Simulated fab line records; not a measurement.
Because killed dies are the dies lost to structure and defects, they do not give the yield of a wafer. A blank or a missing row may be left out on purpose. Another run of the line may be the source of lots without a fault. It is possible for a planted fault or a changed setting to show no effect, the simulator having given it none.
Chamber matching    flow n5 finfet    N5_HKMG_FIN_ALD_75 on ald hk-01: 4 sister chambers
The step deposits Al2O3, target thk 1 nm, co reactant pulse time 1 s. 22 wafers are shown with their chamber, then 11 later ones without.

WAFERS PAIRED WITH THEIR CHAMBERS
wafer   chamber  heater power w (W)  precursor pulse height rel
L076.4  3        146                 0.983
L076.5  1        161                 1.000
L076.6  0        147                 0.977
L079.1  1        156                 0.989
L079.3  3        145                 1.013
L079.4  0        151                 0.992
L080.3  0        151                 0.988
L080.4  1        164                 1.034
L080.5  0        148                 1.019
L082.1  3        144                 1.015
L082.3  2        152                 0.984
L082.6  2        156                 0.992
L088.2  1        164                 0.962
L088.5  2        154                 0.985
L088.6  3        146                 0.989
L089.1  3        143                 0.979
L089.2  1        160                 1.001
L089.3  0        149                 1.019
L090.3  2        159                 0.994
L090.5  0        151                 0.953
L090.6  3        146                 1.030
L092.1  1        163                 0.996

SIGNATURES (averages over the wafers above)
reading                     chamber 0  chamber 1  chamber 2  chamber 3  scatter within a chamber
heater power w              149.50     161.33     155.25     145.00     2.33
precursor pulse height rel  0.99133    0.99700    0.98875    1.00150    0.0212
Rule: a wafer's distance from a chamber is the root of the sum, over the readings, of the square of ((its reading less the chamber's mean) divided by the reading's scatter). If the next closest chamber is less than 2 further off than the closest, the wafer can't be placed; otherwise it belongs to the closest. The scatter: take each reading less its chamber's mean, square it, sum over the shown wafers, divide by the number of wafers less the number of chambers, and take the root.

WAFERS WITH NO CHAMBER GIVEN
wafer   heater power w (W)  precursor pulse height rel
L092.2  146                 1.001
L092.5  153                 0.979
L094.1  148                 1.022
L094.5  150                 1.017
L094.6  163                 1.010
L095.4  147                 1.011
L095.5  156                 1.004
L095.6  146                 0.968
L097.3  147                 1.007
L097.4  160                 0.994
L097.5  163                 0.986

EACH ONE'S CHAMBER
wafer   from the rows above           in truth
L092.2  can't be placed: 3 or 0       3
L092.5  can't be placed: 2 or 0       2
L094.1  can't be placed: 0 or 3 or 2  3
L094.5  can't be placed: 0 or 3 or 2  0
L094.6  1                             1
L095.4  can't be placed: 3 or 0       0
L095.5  can't be placed: 2 or 1       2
L095.6  can't be placed: 3 or 0       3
L097.3  can't be placed: 3 or 0       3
L097.4  can't be placed: 1 or 2       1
L097.5  1                             1
Correct placement for 2 of the 11. Unplaceable from these rows: 9, with the true chamber sitting among the candidates in 9. Placed wrongly: 0.
